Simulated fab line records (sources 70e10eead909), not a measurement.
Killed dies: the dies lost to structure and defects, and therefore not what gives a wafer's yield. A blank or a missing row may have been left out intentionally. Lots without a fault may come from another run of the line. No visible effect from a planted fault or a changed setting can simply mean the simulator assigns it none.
Chamber matching | flow nandHarc | NHARC_A_SGD_CUT_ETCHBACK_24 on rieDiel-08 has 4 sister chambers
The step etches the open film in CH3F/O2, target depth 50 nm, time 92.857 s. 20 wafers are shown with their chamber, then 10 later ones without.

## WAFERS PAIRED WITH THEIR CHAMBERS
wafer  | chamber | showerheadPlenumPTorr (Torr) | drypumpMotorCurrentA (A) | rfVppV (V)
L079.2 | 1       | 2.53                         | 5.4                      | 245.7
L079.3 | 3       | 2.32                         | 5.1                      | 242.2
L079.6 | 3       | 2.31                         | 5.1                      | 242.3
L077.2 | 1       | 2.53                         | 5.4                      | 243.6
L077.3 | 3       | 2.31                         | 5.1                      | 242.0
L077.5 | 3       | 2.31                         | 5.1                      | 242.3
L080.1 | 3       | 2.31                         | 5.1                      | 241.7
L080.2 | 0       | 2.48                         | 5.8                      | 245.3
L080.6 | 1       | 2.53                         | 5.4                      | 245.2
L084.1 | 0       | 2.48                         | 5.8                      | 245.1
L084.4 | 2       | 2.55                         | 4.8                      | 245.6
L084.5 | 1       | 2.53                         | 5.4                      | 244.6
L086.3 | 2       | 2.55                         | 4.8                      | 245.8
L086.4 | 2       | 2.55                         | 4.8                      | 246.7
L086.5 | 3       | 2.31                         | 5.1                      | 242.1
L091.2 | 0       | 2.48                         | 5.8                      | 245.1
L091.3 | 1       | 2.53                         | 5.4                      | 246.3
L091.4 | 2       | 2.55                         | 4.8                      | 245.6
L093.1 | 2       | 2.55                         | 4.9                      | 245.0
L093.5 | 0       | 2.48                         | 5.8                      | 244.3

SIGNATURES (averages over the wafers above)
reading               | chamber 0 | chamber 1 | chamber 2 | chamber 3 | scatter within a chamber
showerheadPlenumPTorr | 2.4800    | 2.5300    | 2.5500    | 2.3117    | 0.00228
drypumpMotorCurrentA  | 5.800     | 5.400     | 4.820     | 5.100     | 0.0224
rfVppV                | 244.950   | 245.080   | 245.740   | 242.100   | 0.646
Rule: distance of a wafer from a chamber = root of the sum over the readings of ((wafer's reading minus chamber's mean) / reading's scatter) squared. The wafer belongs to the nearest chamber; if the next one is less than 2 further off, it can't be placed. The scatter: the root of (the sum of the squares of (reading less its chamber's mean) over the shown wafers, divided by (wafers less chambers)).

## WAFERS WHOSE CHAMBER IS MISSING
wafer  | showerheadPlenumPTorr (Torr) | drypumpMotorCurrentA (A) | rfVppV (V)
L093.6 | 2.31                         | 5.1                      | 243.2
L092.1 | 2.31                         | 5.1                      | 241.7
L092.2 | 2.48                         | 5.8                      | 246.9
L092.4 | 2.53                         | 5.4                      | 244.3
L095.2 | 2.53                         | 5.4                      | 244.2
L095.3 | 2.55                         | 4.8                      | 245.5
L095.6 | 2.55                         | 4.8                      | 244.1
L096.3 | 2.31                         | 5.1                      | 241.9
L096.4 | 2.55                         | 4.9                      | 245.2
L096.6 | 2.55                         | 4.9                      | 246.8

## EACH ONE'S CHAMBER
wafer  | from the rows above | in truth
L093.6 | 3                   | 3
L092.1 | 3                   | 3
L092.2 | 0                   | 0
L092.4 | 1                   | 1
L095.2 | 1                   | 1
L095.3 | 2                   | 2
L095.6 | 2                   | 2
L096.3 | 3                   | 3
L096.4 | 2                   | 2
L096.6 | 2                   | 2
10 of 10 placed correctly. Left unplaced by these rows: 0. Wrongly placed: 0.
